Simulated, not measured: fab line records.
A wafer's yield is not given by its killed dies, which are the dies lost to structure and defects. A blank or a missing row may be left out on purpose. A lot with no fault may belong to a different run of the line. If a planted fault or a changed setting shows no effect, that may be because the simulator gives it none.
fab line records + flow nand_harc
record
- lots=15
- wafers=45
- last_day=33
route steps=1302 shown A_M1@1182 A_BONDPAD@1204
lots that met no fault: taken from a fault-free run of the same line
start_h: start of the lot's first displayed wafer, in hours after the record's first day + wait_h: hours since the lot's step before + " unchanged from the row above + L1.1+2: one row covering several wafers at once + - no value present, or no start provided + * or withheld: withheld + < > ~ a bound
route shown NAME@n: a module of which the file shows steps, and the number in the route of the first + usual: the fault-free wafers' mean and standard deviation + same: alike in all rows + chamber/n: place in a boat + sites: each site's reading + _std_site: the standard deviation of these + _edge_site: inner sites' mean taken away from outer sites' mean + radius_mm: how far each site lies from the wafer's centre + mask NAME#n: copy n + behind: the last tool/chamber to shape the wafer + hold: why the lot was held/for how many hours/how that ended + device: transistor that didn't switch, given as n, p or np + end of line: tests of these same wafers at the route's end + a step given without rows: its recipe and nothing more + killed: the dies lost at the first sort to structure and to defects; this is not the yield of the wafer + map: dies across one wafer; x = killed, . = not, _ = none there
set.NAME: the setting that was run; set.NAME@STEP: the one run at that earlier step + model.NAME: the simulator's own value behind a step, which no gauge read
the route's steps for a sample of lots (tables are steps, rows are wafers)
services: the hour from which a tool's chamber was out of use, counted from the record's first day as start_h (under 0 if before that day), plus the number of hours and why
## steps
# step NHARC_A_M1_DESCUM_14
# recipe
- time_s=3
- o2_flow_sccm=200
- ar_flow_sccm=0
- bias_power_w=0
- chemistry=O2
# usual
- chamber_pressure_mTorr=59.98/0.23
- drypump_motor_current_A=5.6/0.43
- oes_product_au=1.008/0.013
- rf_vpp_V=57.9/0.8
- showerhead_plenum_p_Torr=1.94/0.079
- throttle_valve_pct=11.311/0.0093
| lot.wafer | tool        | chamber | start_h | wait_h | chamber_pressure_mTorr | drypump_motor_current_A | oes_product_au | rf_hours_counter_h | rf_vpp_V | showerhead_plenum_p_Torr | throttle_valve_pct |
|-----------|-------------|---------|---------|--------|------------------------|-------------------------|----------------|--------------------|----------|--------------------------|--------------------|
| L929.4    | rie_diel-11 | 1       | 546.36  | 0.1    | 60.07                  | 5.0                     | 1.009          | 3.1                | 56.4     | 1.90                     | 11.316             |
| L929.1    | "           | 2       | "       | "      | 59.98                  | 5.6                     | 1.014          | 2.7                | 57.5     | 1.98                     | 11.317             |
| L929.2    | "           | 0       | "       | "      | 60.05                  | 6.1                     | 0.986          | 3.8                | 59.8     | 2.04                     | 11.328             |
| L930.4    | rie_diel-02 | 3       | 551.11  | 0.1    | 60.03                  | 6.1                     | 1.022          | 7.4                | 57.0     | 2.01                     | 11.303             |
| L930.3    | "           | 2       | "       | "      | 60.04                  | 5.7                     | 1.018          | 7.5                | 57.3     | 1.82                     | 11.297             |
| L930.5    | "           | 0       | "       | "      | 60.06                  | 5.5                     | 0.984          | -                  | 58.2     | 2.02                     | 11.307             |
| L931.3    | rie_diel-02 | 1       | 553.27  | 0.1    | 60.09                  | 5.7                     | 1.023          | 7.4                | 58.8     | 1.81                     | 11.317             |
| L931.1    | "           | 0       | "       | "      | 59.99                  | 5.5                     | 0.983          | 7.2                | 58.8     | 2.02                     | 11.304             |
| L931.5    | "           | 1       | "       | "      | 59.96                  | 5.7                     | 1.017          | -                  | 57.9     | 1.81                     | 11.299             |
| L928.2    | rie_diel-08 | 2       | 554.27  | 0.1    | 59.93                  | 5.0                     | 1.013          | 0                  | 57.3     | 1.86                     | 11.316             |
| L928.4    | "           | 1       | "       | "      | 59.91                  | 5.2                     | 1.007          | 0                  | 57.7     | 2.02                     | 11.315             |
| L928.5    | "           | 2       | "       | "      | 59.94                  | 4.9                     | 1.015          | -                  | 58.6     | 1.86                     | 11.303             |
| L934.3    | rie_diel-11 | 1       | 606.77  | 0.1    | 59.93                  | 5.0                     | 1.023          | 4.9                | 56.3     | 1.90                     | 11.304             |
| L934.2    | "           | 2       | "       | "      | 60.09                  | 5.5                     | 1.013          | 4.2                | 57.9     | 1.98                     | 11.323             |
| L934.6    | "           | 0       | "       | "      | 59.99                  | 6.0                     | 0.984          | -                  | 58.4     | 2.03                     | 11.304             |
| L937.4    | rie_diel-11 | 2       | 643.75  | 0.1    | 59.95                  | 5.5                     | 1.029          | 0.8                | 58.2     | 1.98                     | 11.304             |
| L937.2    | "           | 3       | "       | "      | 60.00                  | 5.9                     | 0.989          | 0.8                | 56.4     | 1.96                     | 11.310             |
| L937.6    | "           | 0       | "       | "      | 59.99                  | 6.0                     | 1.011          | -                  | 59.1     | 2.03                     | 11.322             |
| L936.4    | rie_diel-08 | 1       | 646.22  | 0.1    | 60.04                  | 5.2                     | 0.994          | 6.1                | 57.5     | 2.02                     | 11.320             |
| L936.3    | "           | 2       | "       | "      | 60.00                  | 5.0                     | 1.016          | 5.5                | 56.9     | 1.86                     | 11.307             |
| L936.1    | "           | 0       | "       | "      | 59.99                  | 5.3                     | 0.995          | 6.6                | 57.6     | 1.82                     | 11.313             |
| L939.3    | rie_diel-11 | 3       | 651.76  | 0.1    | 59.93                  | 5.9                     | 0.985          | 0.9                | 58.3     | 1.97                     | 11.309             |
| L939.6    | "           | 0       | "       | "      | 59.93                  | 6.1                     | 1.002          | -                  | 59.0     | 2.03                     | 11.311             |
| L939.5    | "           | 1       | "       | "      | 59.91                  | 5.0                     | 1.014          | -                  | 56.9     | 1.90                     | 11.312             |
| L940.4    | rie_diel-11 | 1       | 654.69  | 0.1    | 60.00                  | 5.0                     | 1.000          | 0.9                | 56.8     | 1.90                     | 11.311             |
| L940.2    | "           | 0       | "       | "      | 60.10                  | 6.0                     | 1.019          | 0.9                | 56.8     | 2.03                     | 11.308             |
| L940.5    | "           | 2       | "       | "      | 59.93                  | 5.5                     | 1.034          | -                  | 57.9     | 1.98                     | 11.302             |
| L945.1    | rie_diel-11 | 1       | 702.86  | 0.1    | 60.00                  | 5.0                     | 1.007          | 2.1                | 57.4     | 1.90                     | 11.313             |
| L945.4    | "           | 2       | "       | "      | 59.94                  | 5.6                     | 1.024          | 2.3                | 58.1     | 1.98                     | 11.315             |
| L945.6    | "           | 2       | "       | "      | 59.97                  | 5.6                     | 1.031          | -                  | 57.9     | 1.98                     | 11.301             |
| L946.1    | rie_diel-11 | 3       | 724.80  | 0.1    | 60.04                  | 6.0                     | 0.989          | 3.0                | 58.9     | 1.96                     | 11.313             |
| L946.2    | "           | 0       | "       | "      | 59.91                  | 6.1                     | 1.001          | 2.7                | 57.7     | 2.03                     | 11.294             |
| L946.6    | "           | 1       | "       | "      | 60.02                  | 5.0                     | 1.008          | -                  | 56.7     | 1.90                     | 11.322             |
| L947.2    | rie_diel-02 | 0       | 727.47  | 0.1    | 60.00                  | 5.5                     | 1.008          | 7.5                | 59.0     | 2.02                     | 11.309             |
| L947.1    | "           | 1       | "       | "      | 60.07                  | 5.7                     | 1.009          | 8.3                | 57.4     | 1.81                     | 11.307             |
| L947.6    | "           | 0       | "       | "      | 59.99                  | 5.5                     | 1.013          | -                  | 57.2     | 2.02                     | 11.315             |
| L948.3    | rie_diel-11 | 1       | 729.99  | 0.1    | 60.05                  | 5.0                     | 1.016          | 2.8                | 57.9     | 1.90                     | 11.314             |
| L948.5    | "           | 0       | "       | "      | 59.94                  | 6.1                     | 1.019          | -                  | 58.7     | 2.03                     | 11.299             |
| L948.6    | "           | 3       | "       | "      | 60.07                  | 5.9                     | 0.990          | -                  | 57.5     | 1.96                     | 11.330             |
| L949.2    | rie_diel-11 | 1       | 732.66  | 0.1    | 59.91                  | 5.0                     | 1.006          | 2.9                | 57.5     | 1.90                     | 11.325             |
| L949.3    | "           | 3       | "       | "      | 60.00                  | 5.9                     | 0.998          | 3.2                | 57.3     | 1.96                     | 11.324             |
| L949.5    | "           | 0       | "       | "      | 60.03                  | 6.1                     | 1.014          | -                  | 57.6     | 2.03                     | 11.306             |
| L950.3    | rie_diel-08 | 3       | 756.38  | 0.1    | 60.01                  | 6.5                     | 0.988          | 1.9                | 57.6     | 1.88                     | 11.314             |
| L950.4    | "           | 2       | "       | "      | 60.05                  | 4.9                     | 1.028          | 1.8                | 57.9     | 1.85                     | 11.327             |
| L950.6    | "           | 3       | "       | "      | 59.91                  | 6.5                     | 0.986          | -                  | 56.9     | 1.88                     | 11.309             |
# step NHARC_A_M1_ETCH_28
# recipe
- target_depth_a=300
- over_etch_frac=0.3
- time_s=72.99
- ion_energy_ev=150
- cf4_flow_sccm=50
- n2_flow_sccm=100
- ar_flow_sccm=150
- rf_w=300
- bias_w=100
- chemistry=CF4/N2
# usual
- chamber_pressure_mTorr=30.001/0.027
- drypump_motor_current_A=5.7/0.43
- oes_product_au=1.005/0.011
- rf_vpp_V=314.3/2.1
- showerhead_plenum_p_Torr=2.64/0.11
- throttle_valve_pct=19.794/0.01
# same
- over_etch_frac=0.3
| lot.wafer | tool        | chamber | start_h | wait_h | chamber_pressure_mTorr | drypump_motor_current_A | oes_product_au | rf_hours_counter_h | rf_vpp_V | showerhead_plenum_p_Torr | throttle_valve_pct |
|-----------|-------------|---------|---------|--------|------------------------|-------------------------|----------------|--------------------|----------|--------------------------|--------------------|
| L929.2    | rie_diel-02 | 1       | -       | -      | 30.024                 | 5.7                     | 1.011          | 7.2                | 311.1    | 2.49                     | 19.778             |
| L929.4    | "           | 3       | "       | "      | 29.980                 | 6.1                     | 1.004          | 7.2                | 316.1    | 2.75                     | 19.780             |
| L929.1    | "           | 0       | "       | "      | 30.010                 | 5.5                     | 0.978          | 7.0                | 316.6    | 2.77                     | 19.790             |
| L930.4    | rie_diel-11 | 3       | -       | -      | 30.059                 | 5.9                     | 1.002          | 4.0                | 315.0    | 2.69                     | 19.781             |
| L930.3    | "           | 0       | "       | "      | 30.028                 | 6.1                     | 0.989          | 4.0                | 316.9    | 2.78                     | 19.798             |
| L930.5    | "           | 3       | "       | "      | 30.003                 | 5.9                     | 0.998          | -                  | 314.6    | 2.69                     | 19.801             |
| L931.3    | rie_diel-11 | 0       | -       | -      | 30.048                 | 6.1                     | 0.998          | 4.1                | 316.9    | 2.78                     | 19.797             |
| L931.1    | "           | 3       | "       | "      | 29.981                 | 6.0                     | 1.006          | 4.1                | 316.0    | 2.69                     | 19.797             |
| L931.5    | "           | 0       | "       | "      | 29.987                 | 6.0                     | 0.981          | -                  | 316.0    | 2.78                     | 19.802             |
| L928.2    | rie_diel-02 | 2       | -       | -      | 30.040                 | 5.7                     | 1.021          | 7.7                | 312.6    | 2.51                     | 19.795             |
| L928.4    | "           | 3       | "       | "      | 30.053                 | 6.2                     | 1.018          | 7.5                | 316.5    | 2.75                     | 19.795             |
| L928.5    | "           | 2       | "       | "      | 30.032                 | 5.7                     | 1.025          | -                  | 313.7    | 2.51                     | 19.799             |
| L934.3    | rie_diel-11 | 0       | -       | -      | 30.015                 | 6.1                     | 0.993          | 5.8                | 316.1    | 2.78                     | 19.820             |
| L934.2    | "           | 1       | "       | "      | 29.974                 | 5.0                     | 1.027          | 5.0                | 312.8    | 2.61                     | 19.789             |
| L934.6    | "           | 1       | "       | "      | 29.996                 | 5.0                     | 1.014          | -                  | 315.4    | 2.61                     | 19.781             |
| L937.4    | rie_diel-02 | 2       | -       | -      | 29.996                 | 5.7                     | 0.991          | 3.7                | 310.4    | 2.51                     | 19.777             |
| L937.2    | "           | 0       | "       | "      | 30.007                 | 5.5                     | 0.996          | 3.4                | 316.2    | 2.77                     | 19.798             |
| L937.6    | "           | 1       | "       | "      | 30.014                 | 5.7                     | 1.004          | -                  | 311.9    | 2.49                     | 19.790             |
| L936.1    | rie_diel-11 | 0       | -       | -      | 30.013                 | 6.0                     | 0.996          | 0.6                | 317.2    | 2.78                     | 19.791             |
| L936.3    | "           | 2       | "       | "      | 29.977                 | 5.5                     | 1.018          | 0.9                | 315.4    | 2.71                     | 19.786             |
| L936.4    | "           | 3       | "       | "      | 30.007                 | 5.9                     | 0.989          | 0.9                | 317.0    | 2.69                     | 19.796             |
| L939.3    | rie_diel-11 | 3       | -       | -      | 30.053                 | 5.9                     | 0.995          | 1.1                | 315.4    | 2.69                     | 19.799             |
| L939.5    | "           | 3       | "       | "      | 29.964                 | 5.9                     | 0.981          | -                  | 315.6    | 2.69                     | 19.797             |
| L939.6    | "           | 0       | "       | "      | 29.982                 | 6.1                     | 1.019          | -                  | 315.8    | 2.78                     | 19.802             |
| L940.4    | rie_diel-08 | 2       | -       | -      | 29.970                 | 5.0                     | 1.011          | 5.9                | 313.3    | 2.55                     | 19.809             |
| L940.2    | "           | 3       | "       | "      | 30.003                 | 6.5                     | 1.002          | 6.4                | 312.6    | 2.58                     | 19.800             |
| L940.5    | "           | 1       | "       | "      | 29.966                 | 5.2                     | 1.000          | -                  | 316.4    | 2.76                     | 19.789             |
| L945.4    | rie_diel-08 | 3       | -       | -      | 29.995                 | 6.5                     | 1.004          | 7.0                | 312.8    | 2.58                     | 19.789             |
| L945.1    | "           | 1       | "       | "      | 29.999                 | 5.2                     | 1.001          | 7.2                | 315.9    | 2.76                     | 19.798             |
| L945.6    | "           | 2       | "       | "      | 29.960                 | 5.0                     | 1.017          | -                  | 310.6    | 2.55                     | 19.792             |
| L946.1    | rie_diel-02 | 2       | -       | -      | 29.974                 | 5.7                     | 1.008          | 9.0                | 310.1    | 2.51                     | 19.784             |
| L946.2    | "           | 3       | "       | "      | 30.010                 | 6.2                     | 1.014          | 7.3                | 316.3    | 2.74                     | 19.794             |
| L946.6    | "           | 3       | "       | "      | 30.026                 | 6.2                     | 1.006          | -                  | 316.7    | 2.74                     | 19.776             |
| L947.1    | rie_diel-02 | 2       | -       | -      | 29.996                 | 5.7                     | 1.008          | 9.2                | 314.5    | 2.51                     | 19.777             |
| L947.2    | "           | 0       | "       | "      | 29.996                 | 5.5                     | 1.012          | 7.6                | 316.8    | 2.76                     | 19.791             |
| L947.6    | "           | 2       | "       | "      | 29.963                 | 5.7                     | 1.002          | -                  | 312.2    | 2.51                     | 19.785             |
| L948.3    | rie_diel-02 | 0       | -       | -      | 30.001                 | 5.5                     | 1.007          | 7.6                | 315.4    | 2.77                     | 19.786             |
| L948.6    | "           | 0       | "       | "      | 30.037                 | 5.5                     | 1.010          | -                  | 316.6    | 2.76                     | 19.787             |
| L948.5    | "           | 1       | "       | "      | 29.995                 | 5.7                     | 1.016          | -                  | 310.3    | 2.49                     | 19.814             |
| L949.2    | rie_diel-02 | 1       | -       | -      | 30.018                 | 5.7                     | 1.013          | 8.6                | 311.1    | 2.49                     | 19.794             |
| L949.3    | "           | 0       | "       | "      | 29.965                 | 5.5                     | 1.017          | 7.7                | 316.7    | 2.77                     | 19.800             |
| L949.5    | "           | 1       | "       | "      | 30.010                 | 5.7                     | 1.013          | -                  | 311.0    | 2.49                     | 19.807             |
| L950.3    | rie_diel-08 | 0       | -       | -      | 30.006                 | 5.4                     | 1.016          | 1.3                | 312.2    | 2.50                     | 19.797             |
| L950.4    | "           | 1       | "       | "      | 29.994                 | 5.2                     | 0.988          | 1.2                | 316.8    | 2.76                     | 19.794             |
| L950.6    | "           | 0       | "       | "      | 29.993                 | 5.4                     | 1.004          | -                  | 311.2    | 2.50                     | 19.796             |
# step NHARC_A_M1_CMP_23
# recipe
- t_overpolish_s=20
- target_thk_nm=154.34
# usual
- edge_zone_pressure_frac=1.000/0.0055
- motor_current_A=12.7/1.3
- t_overpolish_s=20/0
- time_to_endpoint_s=30/3.2
| lot.wafer | tool   | chamber | start_h | wait_h | edge_zone_pressure_frac | motor_current_A | t_overpolish_s | time_to_endpoint_s |
|-----------|--------|---------|---------|--------|-------------------------|-----------------|----------------|--------------------|
| L929.1    | cmp-01 | 2       | 548.56  | -      | 0.997                   | 10.6            | 20             | 26                 |
| L929.2    | "      | 3       | "       | "      | 0.992                   | 11.6            | 20             | 30                 |
| L929.4    | "      | 0       | "       | "      | 0.997                   | 12.9            | 20             | 28                 |
| L930.4    | cmp-04 | 2       | 553.37  | -      | 1.008                   | 13.0            | 20             | 23                 |
| L930.3    | "      | 0       | "       | "      | 0.998                   | 15.2            | 20             | 33                 |
| L930.5    | "      | 2       | "       | "      | 1.010                   | 12.5            | 20             | 24                 |
| L931.1    | cmp-02 | 1       | 555.40  | -      | 1.000                   | 12.9            | 20             | 30                 |
| L931.3    | "      | 3       | "       | "      | 1.002                   | 14.2            | 20             | 29                 |
| L931.5    | "      | 1       | "       | "      | 1.009                   | 12.2            | 20             | 32                 |
| L928.2    | cmp-01 | 2       | 556.43  | -      | 0.997                   | 10.7            | 20             | 25                 |
| L928.4    | "      | 0       | "       | "      | 1.001                   | 12.5            | 20             | 27                 |
| L928.5    | "      | 1       | "       | "      | 1.005                   | 13.1            | 20             | 30                 |
| L934.3    | cmp-01 | 1       | 609.07  | -      | 0.993                   | 13.0            | 20             | 32                 |
| L934.2    | "      | 2       | "       | "      | 1.002                   | 10.7            | 20             | 28                 |
| L934.6    | "      | 0       | "       | "      | 1.013                   | 12.8            | 20             | 31                 |
| L937.2    | cmp-01 | 3       | 645.91  | -      | 1.001                   | 11.5            | 20             | 32                 |
| L937.4    | "      | 1       | "       | "      | 0.998                   | 13.2            | 20             | 30                 |
| L937.6    | "      | 2       | "       | "      | 1.003                   | 10.5            | 20             | 27                 |
| L936.3    | cmp-04 | 3       | 648.31  | -      | -                       | -               | -              | -                  |
| L936.1    | "      | 0       | "       | "      | -                       | -               | -              | -                  |
| L936.4    | "      | 1       | "       | "      | -                       | -               | -              | -                  |
| L939.3    | cmp-04 | 1       | 653.92  | -      | -                       | -               | -              | -                  |
| L939.6    | "      | 2       | "       | "      | -                       | -               | -              | -                  |
| L939.5    | "      | 3       | "       | "      | -                       | -               | -              | -                  |
| L940.2    | cmp-01 | 2       | 656.82  | -      | -                       | -               | -              | -                  |
| L940.4    | "      | 3       | "       | "      | -                       | -               | -              | -                  |
| L940.5    | "      | 1       | "       | "      | -                       | -               | -              | -                  |
| L945.4    | cmp-04 | 2       | 705.02  | -      | 1.003                   | 12.6            | 20             | 28                 |
| L945.1    | "      | 0       | "       | "      | 1.001                   | 14.4            | 20             | 35                 |
| L945.6    | "      | 2       | "       | "      | 0.992                   | 12.9            | 20             | 30                 |
| L946.2    | cmp-01 | 1       | 726.98  | -      | 1.006                   | 12.9            | 20             | 27                 |
| L946.1    | "      | 0       | "       | "      | 0.989                   | 12.6            | 20             | 30                 |
| L946.6    | "      | 2       | "       | "      | 1.004                   | 10.3            | 20             | 25                 |
| L947.2    | cmp-02 | 2       | 729.61  | -      | 1.000                   | 11.3            | 20             | 31                 |
| L947.1    | "      | 3       | "       | "      | 1.006                   | 13.9            | 20             | 27                 |
| L947.6    | "      | 2       | "       | "      | 0.998                   | 10.6            | 20             | 29                 |
| L948.3    | cmp-01 | 0       | 732.20  | -      | 1.008                   | 12.8            | 20             | 32                 |
| L948.5    | "      | 1       | "       | "      | 1.001                   | 12.8            | 20             | 30                 |
| L948.6    | "      | 2       | "       | "      | 0.996                   | 11.4            | 20             | 28                 |
| L949.2    | cmp-02 | 1       | 734.81  | -      | 0.997                   | 12.5            | 20             | 34                 |
| L949.3    | "      | 3       | "       | "      | 0.995                   | 13.0            | 20             | 30                 |
| L949.5    | "      | 1       | "       | "      | 1.003                   | 12.2            | 20             | 32                 |
| L950.3    | cmp-04 | 2       | 758.48  | -      | 1.001                   | 11.8            | 20             | 26                 |
| L950.4    | "      | 3       | "       | "      | 1.000                   | 14.1            | 20             | 32                 |
| L950.6    | "      | 3       | "       | "      | 1.006                   | 14.0            | 20             | 31                 |
# step NHARC_A_M1_THK_MEAS_24
# recipe
- thk_meas_gauge=xrf
# usual
- thk_nm=154.9/1.7
| lot.wafer | tool          | chamber | start_h | wait_h | thk_nm |
|-----------|---------------|---------|---------|--------|--------|
| L929.1    | film_metro-01 | -       | 548.84  | -      | 152.6  |
| L929.2    | "             | -       | "       | "      | 156.7  |
| L929.4    | "             | -       | "       | "      | 153.1  |
| L930.3    | film_metro-01 | -       | 553.68  | -      | 157.5  |
| L930.4    | "             | -       | "       | "      | 154.2  |
| L930.5    | "             | -       | "       | "      | 153.3  |
| L931.1    | film_metro-01 | -       | 555.69  | -      | 156.8  |
| L931.3    | "             | -       | "       | "      | 155.7  |
| L931.5    | "             | -       | "       | "      | 155.9  |
| L928.2    | film_metro-01 | -       | 556.71  | -      | 150.1  |
| L928.4    | "             | -       | "       | "      | 157.2  |
| L928.5    | "             | -       | "       | "      | 153.6  |
| L934.2    | film_metro-02 | -       | 609.33  | -      | 152.9  |
| L934.3    | "             | -       | "       | "      | 154.5  |
| L934.6    | "             | -       | "       | "      | 154.6  |
| L937.2    | film_metro-02 | -       | 646.20  | -      | 157.1  |
| L937.4    | "             | -       | "       | "      | 154.6  |
| L937.6    | "             | -       | "       | "      | 155.7  |
| L936.1    | film_metro-01 | -       | 648.63  | 0.3    | 405.7  |
| L936.3    | "             | -       | "       | "      | 398.8  |
| L936.4    | "             | -       | "       | "      | 400.9  |
| L939.3    | film_metro-01 | -       | 654.15  | 0.2    | 396.1  |
| L939.5    | "             | -       | "       | "      | 399.8  |
| L939.6    | "             | -       | "       | "      | 396.4  |
| L940.2    | film_metro-02 | -       | 657.11  | 0.3    | 408.3  |
| L940.4    | "             | -       | "       | "      | 396.4  |
| L940.5    | "             | -       | "       | "      | 402.6  |
| L945.1    | film_metro-01 | -       | 705.34  | -      | 156.7  |
| L945.4    | "             | -       | "       | "      | 154.7  |
| L945.6    | "             | -       | "       | "      | 154.0  |
| L946.1    | film_metro-01 | -       | 727.30  | -      | 153.8  |
| L946.2    | "             | -       | "       | "      | 155.9  |
| L946.6    | "             | -       | "       | "      | 150.8  |
| L947.1    | film_metro-01 | -       | 729.89  | -      | 155.4  |
| L947.2    | "             | -       | "       | "      | 157.6  |
| L947.6    | "             | -       | "       | "      | 156.6  |
| L948.3    | film_metro-02 | -       | 732.44  | -      | 153.0  |
| L948.5    | "             | -       | "       | "      | 154.5  |
| L948.6    | "             | -       | "       | "      | 154.5  |
| L949.2    | film_metro-01 | -       | 735.12  | -      | 156.2  |
| L949.3    | "             | -       | "       | "      | 156.6  |
| L949.5    | "             | -       | "       | "      | 157.4  |
| L950.3    | film_metro-02 | -       | 758.80  | -      | 151.0  |
| L950.4    | "             | -       | "       | "      | 154.9  |
| L950.6    | "             | -       | "       | "      | 157.2  |
# step NHARC_A_BONDPAD_THK_MEAS_30
# recipe
- thk_meas_gauge=ellipsometry
# usual
- thk_nm=200.6/1.4
| lot.wafer | tool          | chamber | start_h | wait_h | thk_nm |
|-----------|---------------|---------|---------|--------|--------|
| L929.1    | film_metro-02 | -       | 550.35  | 0.2    | 202.8  |
| L929.2    | "             | -       | "       | "      | 199.0  |
| L929.4    | "             | -       | "       | "      | 198.7  |
| L930.3    | film_metro-02 | -       | 555.19  | 0.2    | 199.7  |
| L930.4    | "             | -       | "       | "      | 200.4  |
| L930.5    | "             | -       | "       | "      | 201.9  |
| L931.1    | film_metro-01 | -       | 557.26  | 0.1    | 199.8  |
| L931.3    | "             | -       | "       | "      | 201.1  |
| L931.5    | "             | -       | "       | "      | 202.2  |
| L928.2    | film_metro-02 | -       | 558.24  | 0.2    | 201.1  |
| L928.4    | "             | -       | "       | "      | 201.1  |
| L928.5    | "             | -       | "       | "      | 200.5  |
| L934.2    | film_metro-02 | -       | 610.86  | 0.2    | 204.7  |
| L934.3    | "             | -       | "       | "      | 203.1  |
| L934.6    | "             | -       | "       | "      | 200.1  |
| L937.2    | film_metro-01 | -       | 647.72  | 0.2    | 200.5  |
| L937.4    | "             | -       | "       | "      | 199.8  |
| L937.6    | "             | -       | "       | "      | 201.3  |
| L945.1    | film_metro-02 | -       | 706.85  | 0.2    | 200.8  |
| L945.4    | "             | -       | "       | "      | 202.6  |
| L945.6    | "             | -       | "       | "      | 198.8  |
| L946.1    | film_metro-02 | -       | 728.81  | 0.2    | 201.4  |
| L946.2    | "             | -       | "       | "      | 200.6  |
| L946.6    | "             | -       | "       | "      | 202.0  |
| L947.1    | film_metro-02 | -       | 731.40  | 0.1    | 202.7  |
| L947.2    | "             | -       | "       | "      | 201.4  |
| L947.6    | "             | -       | "       | "      | 202.3  |
| L948.3    | film_metro-01 | -       | 734.06  | 0.2    | 201.8  |
| L948.5    | "             | -       | "       | "      | 202.8  |
| L948.6    | "             | -       | "       | "      | 199.9  |
| L949.2    | film_metro-01 | -       | 736.63  | 0.2    | 202.0  |
| L949.3    | "             | -       | "       | "      | 199.7  |
| L949.5    | "             | -       | "       | "      | 200.0  |
| L950.3    | film_metro-02 | -       | 760.39  | 0.2    | 203.0  |
| L950.4    | "             | -       | "       | "      | 199.8  |
| L950.6    | "             | -       | "       | "      | 199.9  |
## services
| tool        | chamber | start_h | hours | kind   |
|-------------|---------|---------|-------|--------|
| rie_diel-11 | 2       | 528.69  | 8.4   | repair |
| rie_diel-08 | -       | 544.86  | 9.0   | pm     |
| rie_diel-11 | 1       | 556.99  | 2.8   | repair |
| rie_diel-02 | 2       | 566.93  | 5.7   | repair |
| rie_diel-02 | 1       | 567.12  | 4.1   | repair |
| cmp-04      | -       | 568.43  | 4.3   | repair |
| rie_diel-02 | -       | 570.93  | 9.0   | pm     |
| cmp-01      | -       | 578.34  | 4.0   | pm     |
| cmp-04      | -       | 600.45  | 2.0   | repair |
| cmp-04      | -       | 602.49  | 4.0   | pm     |
| rie_diel-11 | 3       | 605.89  | 5.4   | repair |
| rie_diel-11 | -       | 609.50  | 9.0   | pm     |
| cmp-04      | -       | 619.45  | 3.6   | repair |
| cmp-01      | -       | 622.54  | 2.5   | repair |
| cmp-04      | -       | 668.32  | 0.8   | repair |
| cmp-01      | -       | 676.34  | 4.0   | pm     |
| rie_diel-08 | -       | 693.22  | 1.1   | repair |
| rie_diel-02 | 3       | 711.97  | 4.3   | repair |
| rie_diel-08 | -       | 712.42  | 0.2   | repair |
| rie_diel-11 | 2       | 720.85  | 5.4   | repair |
| rie_diel-08 | -       | 721.86  | 9.0   | pm     |
| rie_diel-11 | 2       | 728.76  | 10.1  | repair |
| rie_diel-08 | -       | 743.97  | 0.7   | repair |
| rie_diel-02 | -       | 748.00  | 9.0   | pm     |
## key
first_sign
- step=NHARC_A_M1_CMP_23
- reading=tool_record
- direction=missing
effect
- step=NHARC_A_M1_THK_MEAS_24
- reading=thk_nm
- direction=up
- sigmas=99+
- usual=154.9
- struck=400.6
met_at NHARC_A_M1_CMP_23
struck_lots L936,L939,L940
later_rows_left_out L936.1,L936.3,L936.4,L939.3,L939.5,L939.6,L940.2,L940.4,L940.5
sort_left_out L936.1,L936.3,L936.4,L939.3,L939.5,L939.6,L940.2,L940.4,L940.5
not_acting_at NHARC_A_M1_DESCUM_14,NHARC_A_M1_ETCH_28,NHARC_A_BONDPAD_THK_MEAS_30
onset_between 645.91 648.31
fault
- kind=skipped_step_whole
- tool=cmp-01,cmp-04
- chamber=-
- onset_h=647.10
- steps=NHARC_A_M1_CMP_23
- scope=struck_lots_only
# sort_left_out: the simulated sort isn't trusted on such a fault, so these wafers' sort isn't shown, and their yield isn't known
# later_rows_left_out: the simulator's readings of these wafers behind a module that went badly wrong aren't trusted and aren't shown, but for the sort
